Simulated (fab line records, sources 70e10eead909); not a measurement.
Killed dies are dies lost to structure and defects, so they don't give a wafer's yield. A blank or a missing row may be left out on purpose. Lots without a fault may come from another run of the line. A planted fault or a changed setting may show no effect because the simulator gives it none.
Which tool did it? | flow nand_harc | 11 lots, 33 wafers sampled, at 3 steps of a route of 1302

WHAT THE GAUGES READ, wafer by wafer
NHARC_A_CHANNEL_HOLE_D2_CD_MEAS_18.
lot  | measured     | on        | cd_nm (nm)
L075 | day 13 19:17 | cd_sem-02 | 94.8 96.3 99.1
L077 | day 14 05:14 | cd_sem-01 | 98.4 98.6 100.1
L079 | day 15 02:54 | cd_sem-03 | 101.5 97.3 99.0
L082 | day 16 21:47 | cd_sem-03 | 95.0 98.8 95.4
L084 | day 17 14:05 | cd_sem-01 | 98.6 101.1 99.9
L086 | day 17 21:54 | cd_sem-02 | 99.6 100.4 100.6
L088 | day 19 13:32 | cd_sem-02 | 99.0 97.3 99.4
L090 | day 20 08:52 | cd_sem-01 | 100.5 98.6 99.9
L091 | day 20 20:08 | cd_sem-02 | 100.8 97.3 96.6
L094 | day 21 17:29 | cd_sem-03 | 100.7 101.3 96.8
L097 | day 22 11:52 | cd_sem-03 | 100.0 99.6 97.2

WHICH TOOL RAN EACH LOT (tool, then ch and the chambers of the sampled wafers, then the start)
lot  | NHARC_A_CHANNEL_HOLE_D1_ETCH_21  | NHARC_A_CHANNEL_HOLE_D2_DESCUM_15
L075 | har_etch-01 ch 0,1, day 9 01:47  | rie_diel-06 ch 0,3, day 13 18:10
L077 | har_etch-02 ch 0,1, day 9 16:46  | rie_diel-12 ch 0,2,3, day 14 04:10
L079 | har_etch-02 ch 0,1, day 10 11:49 | rie_diel-12 ch 0,1,2, day 15 01:48
L082 | har_etch-02 ch 0,1, day 12 02:30 | rie_diel-08 ch 1,2,3, day 16 20:41
L084 | har_etch-02 ch 1, day 12 23:23   | rie_diel-06 ch 1,2,3, day 17 12:59
L086 | har_etch-02 ch 0,1, day 13 09:52 | rie_diel-12 ch 2,3, day 17 20:35
L088 | har_etch-02 ch 0,1, day 15 00:01 | rie_diel-08 ch 0,1,2, day 19 12:28
L090 | har_etch-01 ch 0,1, day 15 16:22 | rie_diel-06 ch 1,2,3, day 20 07:46
L091 | har_etch-01 ch 0,1, day 16 01:08 | rie_diel-08 ch 1,2,3, day 20 19:02
L094 | har_etch-01 ch 0,1, day 17 02:26 | rie_diel-12 ch 1,3, day 21 16:24
L097 | har_etch-01 ch 0,1, day 17 22:44 | rie_diel-08 ch 0,3, day 22 10:46
- NHARC_A_CHANNEL_HOLE_D1_ETCH_21: etches the open film in C4F8/O2/Ar, time 514.3 s, target depth 1600 nm.
- NHARC_A_CHANNEL_HOLE_D2_DESCUM_15: chemistry O2, time 3 s.

THE ANSWER, worked out from the rows above alone
Rule: what is usual is taken from the lots themselves. Put in order of their means at a reading, lots are off if they are a third of the lots or fewer, leave a main group of 4 or more, and stand apart from it by a gap of 3 or more times the standard deviation of the main group's means; of several such gaps the widest counts. A main group whose means are all the same, to the digits that the tables above print for the reading, isn't used. A lot without any number at a reading at which 4 lots or more have one is off too. The other lots that the step has rows for count as sound.
No lot is off at any reading shown: from this, nothing can be told.

WHAT THE SIMULATOR HAD PUT IN
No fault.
